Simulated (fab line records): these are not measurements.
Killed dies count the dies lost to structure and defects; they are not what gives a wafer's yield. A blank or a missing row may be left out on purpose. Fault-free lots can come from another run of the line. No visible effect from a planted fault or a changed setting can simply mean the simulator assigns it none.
A lot that was struck, set against a sound lot | flow n5-finfet | 44 steps out of a route of 1938
Sound: the wafers L595.1, L595.3, L595.5. Struck: wafer L606.1 (L606.4, L606.5, from the same lot, were not struck and are left out); the cause is given at the end.
At each step with rows: each side's tool, then ch and its chambers, then its first start. Under that, the readings that differ: sound wafers | struck wafers | difference of the means | sigmas: that difference in standard deviations of wafers without a fault.
alike: a reading whose means differ by less than 2 such deviations, as well as words and numbers matching on both sides. not compared: withheld readings; readings where some wafer has no value; bounds like >300 that might hide an equal value; numbers whose values overlap and for which the record gives no deviation.
The two part at a step that has a row with sigmas, a row that says differs or no value, or rows on one side only. Numbers that have no deviation but don't overlap get no sigmas and don't part them. Lack of a reading on every wafer of one side parts them only where that side has two or more wafers.

N5_PMOS_HMC_CHANNEL_EPI_OVL_MEAS_10:
  sound on overlay-02 ch 0, day 2 11:19; struck on overlay-01 ch 0, day 5 05:17
  alike: PMOS_HMC_BLK_OVL
N5_PMOS_HMC_CHANNEL_EPI_INSPECT_11: inspects for defects (macro).
  sound on defect-inspect-01, day 2 11:20; struck on defect-inspect-01, day 5 05:18
  alike: raw-defect-count
then, 5 steps without rows for these wafers: N5_PMOS_HMC_CHANNEL_EPI_DESCUM_14 (chemistry O2, time 7.9 s); N5_PMOS_HMC_CHANNEL_EPI_ETCH_32 (etches BARC in N2/H2, stops on SiO2, target depth 85.8 nm, time 50.3 s); N5_PMOS_HMC_CHANNEL_EPI_HM_OPEN_15 (chemistry CHF3/O2, target SiO2, target depth 40.6 nm, time 20.3 s); N5_PMOS_HMC_CHANNEL_EPI_STRIP_33 (strips in N2/H2); N5_PMOS_HMC_CHANNEL_EPI_STRIP_17 (strips in SPM, time 750 s).
N5_PMOS_HMC_CHANNEL_EPI_ETCH_38: etches SiO2 in CF4, target depth 1.5 nm.
  sound on rie-si-05 ch 0,2,3, day 2 12:13; struck on rie-si-02 ch 2, day 5 05:47
  alike: drypump-motor-current-A, oes-product-au, throttle-valve-pct
  not compared: rf-hours-counter-h
then, 4 steps without rows for these wafers: N5_PMOS_HMC_CHANNEL_EPI_FIN_RECESS_16 (chemistry HBr/Cl2, target Si, target depth 54 nm, time 18 s); N5_PMOS_HMC_CHANNEL_EPI_PRECLEAN_36 (cleans in O3/DIW, time 45 s); N5_PMOS_HMC_CHANNEL_EPI_PRECLEAN_18 (cleans in DHF, time 30 s); N5_PMOS_HMC_CHANNEL_EPI_SRD_19 (time 30 s).
N5_PMOS_HMC_CHANNEL_EPI_EPI_20: deposits SiGe30, target thk 59 nm.
  sound on epi-rpcvd-02 ch 0, day 2 12:24; struck on epi-rpcvd-02 ch 0, day 5 05:58
  reading                                                 | sound             | struck | difference | sigmas
  model.SiGe30_of_PMOS_HMC_CHANNEL_EPI_EPI_20.thk-nm (nm) | 59.03 59.21 59.44 | 36.12  | -23.11     |
then, 2 steps without rows for these wafers: N5_PMOS_HMC_CHANNEL_EPI_HM_STRIP_35 (strips SiO2 in dHF, material SiO2, target depth 39.6 nm, time 216 s); N5_PMOS_HMC_CHANNEL_EPI_SRD_39 (time 30 s).
N5_PMOS_HMC_CHANNEL_EPI_CMP_21: polishes SiGe30, target thk 54 nm.
  sound on cmp-01 ch 0,1,2, day 2 14:09; struck on cmp-02 ch 0, day 5 07:21
  alike: motor-current-A
N5_PMOS_HMC_CHANNEL_EPI_THK_MEAS_22:
  sound on film-metro-02, day 2 14:27; struck on film-metro-01, day 5 07:36
  reading          | sound          | struck | difference | sigmas
  HMC_CMP_THK (nm) | 54.3 54.3 54.0 | 36.1   | -18.1      | -39
then, 1 step without rows for these wafers: N5_PMOS_HMC_CHANNEL_EPI_PRECLEAN_40 (cleans in DHF, time 30 s).
N5_PMOS_HMC_CHANNEL_EPI_PRECLEAN_37: cleans in O3/DIW, time 45 s.
  sound on wet-bench-02 ch 0,3,4, day 2 14:29; struck on wet-bench-05 ch 4, day 5 07:38
  reading                                                 | sound             | struck | difference | sigmas
  model.SiGe30_of_PMOS_HMC_CHANNEL_EPI_EPI_20.thk-nm (nm) | 53.26 53.11 53.35 | 35.36  | -17.88     |
  alike: bath-heat-duty-pct
then, 3 steps without rows for these wafers: N5_PMOS_HMC_CHANNEL_EPI_PRECLEAN_24 (cleans in DHF, time 30 s); N5_PMOS_HMC_CHANNEL_EPI_SRD_25 (time 30 s); N5_PMOS_HMC_CHANNEL_EPI_EPI_26 (deposits Si from SiH4/H2, target thk 3.8 nm, time 22.7 s).
N5_PMOS_HMC_CHANNEL_EPI_INSPECT_30: inspects for defects (darkfield).
  sound on defect-inspect-01, day 2 14:56; struck on defect-inspect-02, day 5 08:05
  alike: raw-defect-count
then, 4 steps without rows for these wafers: N5_FIN_SAQP_PRECLEAN_42 (cleans in O3/DIW, time 60 s); N5_FIN_SAQP_PRECLEAN_00 (cleans in SC1, time 60 s); N5_FIN_SAQP_PRECLEAN_44 (cleans in SC2, time 45 s); N5_FIN_SAQP_SRD_01 (time 30 s).
N5_FIN_SAQP_ALD_61: deposits SiO2, target thk 4 nm, pulse time 1 s, purge time 2 s.
  sound on ald-sin-01 ch 1,3, day 2 15:09; struck on ald-sin-01 ch 0, day 5 08:28
  alike: heater-power-w, precursor-pulse-height-rel
then, 1 step without rows for these wafers: N5_FIN_SAQP_DENSIFY_62 (time 60 s).
N5_FIN_SAQP_HM_DEP_03: deposits SiNx from SiH4/NH3/N2, target thk 38 nm, time 33.6 s.
  sound on pecvd-02 ch 0,2, day 2 15:34; struck on pecvd-04 ch 1, day 5 08:53
  alike: heater-power-w, showerhead-plenum-p-Torr, throttle-valve-pct
N5_FIN_SAQP_THK_MEAS_05:
  sound on film-metro-02, day 2 15:39; struck on film-metro-01, day 5 08:58
  alike: thk-nm
then, 2 steps without rows for these wafers: N5_FIN_SAQP_PECVD_47 (deposits a-Si from SiH4/He, target thk 45 nm, time 36.3 s); N5_FIN_SAQP_PECVD_48 (deposits SiNx from SiH4/NH3/N2, target thk 25 nm, time 22.1 s).
N5_FIN_SAQP_PECVD_06: deposits a-Si from SiH4/He, target thk 60 nm, time 48.1 s.
  sound on pecvd-01 ch 0,2, day 2 15:46; struck on pecvd-02 ch 2, day 5 09:05
  alike: heater-power-w, showerhead-plenum-p-Torr, throttle-valve-pct
N5_FIN_SAQP_THK_MEAS_07:
  sound on film-metro-02, day 2 15:52; struck on film-metro-02, day 5 09:10
  alike: thk-nm
then, 6 steps without rows for these wafers: N5_FIN_SAQP_HM_DEP_72 (deposits SiO2 from SiH4/N2O, target thk 12 nm, time 7.2 s); N5_FIN_SAQP_COAT_49 (time 60 s, resist thk 100 nm); N5_FIN_SAQP_COAT_50 (time 60 s, resist thk 35 nm); N5_FIN_SAQP_COAT_10 (resist thk 90 nm); N5_FIN_SAQP_EBR_12; N5_FIN_SAQP_SOFTBAKE_11 (time 60 s).
-- here the record skips 3 days between the struck wafers' starts before and after, leaving off in module FIN_SAQP and picking up in module MOL_CONTACT_COAG (first step shown: number 530 of the route) --
N5_MOL_CONTACT_COAG_ETCH_59: etches underlayer in N2/H2, target depth 13 nm, time 10.4 s.
  sound on rie-diel-05 ch 1,2,3, day 5 10:10; struck on rie-diel-01 ch 1, day 8 03:48
  reading                | sound             | struck | difference | sigmas
  throttle-valve-pct (%) | 17.74 17.87 17.54 | 18.36  | +0.64      | +3
  alike: drypump-motor-current-A, etch-rf-on-time-s, oes-product-au, rf-vpp-V, showerhead-plenum-p-Torr
  not compared: rf-hours-counter-h, model.MOL_CONTACT_COAG.cd-offset-nm
N5_MOL_CONTACT_COAG_ETCH_110: etches Si in CF4/O2, target depth 2.5 nm, time 8 s.
  sound on rie-diel-05 ch 1,2,3, day 5 10:24; struck on rie-diel-01 ch 1, day 8 04:02
  reading                                  | sound   | struck | difference | sigmas
  model.MOL_CONTACT_COAG.cd-offset-nm (nm) | 0.2 0 0 | -0.4   | -0.5       |
  alike: drypump-motor-current-A, oes_ar_750_au, oes_f_703_au, oes-product-au, rf-vpp-V, showerhead-plenum-p-Torr, throttle-valve-pct
  not compared: rf-hours-counter-h
-- here the record skips 4 days between the struck wafers' starts before and after, leaving off in module MOL_CONTACT_COAG and picking up in module BEOL_M4 (first step shown: number 1111 of the route) --
N5_BEOL_M4_RC_MEAS_101:
  sound on prober-01 ch 0, day 9 06:25; struck on prober-02 ch 0, day 12 02:14
  reading             | sound                     | struck  | difference | sigmas
  CJ_P                | 5.73 5.75 5.78            | 4.14    | -1.61      | -15
  DIBL_P (mV/V)       | 36.1 36.0 35.3            | 90.7    | +54.9      | +34
  IOFF_P (nA/um)      | 0.258 0.247 0.242         | 9.395   | +9.146     | +99 or more
  IOFF_P_85C (nA/um)  | 4.3 4.1 4.0               | 89.6    | +85.5      | +99 or more
  IOFF_P_LIN (nA/um)  | 0.122 0.118 0.116         | 0.289   | +0.170     | +15
  IOFF_P_LONG (nA/um) | 0.000118 0.000118 0.00012 | 6.2e-05 | -5.7e-05   | -7
  ION_P (uA/um)       | 475 477 472               | 329     | -146       | -23
  RC_DENSE_P (ohm.um) | 23.5 23.5 23.5            | 24.3    | +0.8       | +2
  RC_N (ohm.um)       | 15.18 15.36 15.39         | 15.81   | +0.50      | +2
  RC_P (ohm.um)       | 19.1 19.3 19.1            | 19.9    | +0.7       | +2
  REXT_P (ohm.um)     | 103.0 103.5 103.4         | 121.3   | +18.0      | +8
  SS_P (mV/dec)       | 73.6 73.2 73.5            | 115.3   | +41.9      | +73
  VT_P (mV)           | -247.0 -247.0 -247.8      | -253.4  | -6.1       | -2
  VT_P_LONG (mV)      | -271.2 -270.5 -269.0      | -288.2  | -18.0      | -6
  alike: DIBL_N, IOFF_N, ION_N, RC_DENSE_N, RS_NWELL, SS_N, VT_N

== WHERE THEY PART ==
Earliest at N5_PMOS_HMC_CHANNEL_EPI_THK_MEAS_22; latest, in this record, at N5_BEOL_M4_RC_MEAS_101.

WHY: the cause the simulator had injected
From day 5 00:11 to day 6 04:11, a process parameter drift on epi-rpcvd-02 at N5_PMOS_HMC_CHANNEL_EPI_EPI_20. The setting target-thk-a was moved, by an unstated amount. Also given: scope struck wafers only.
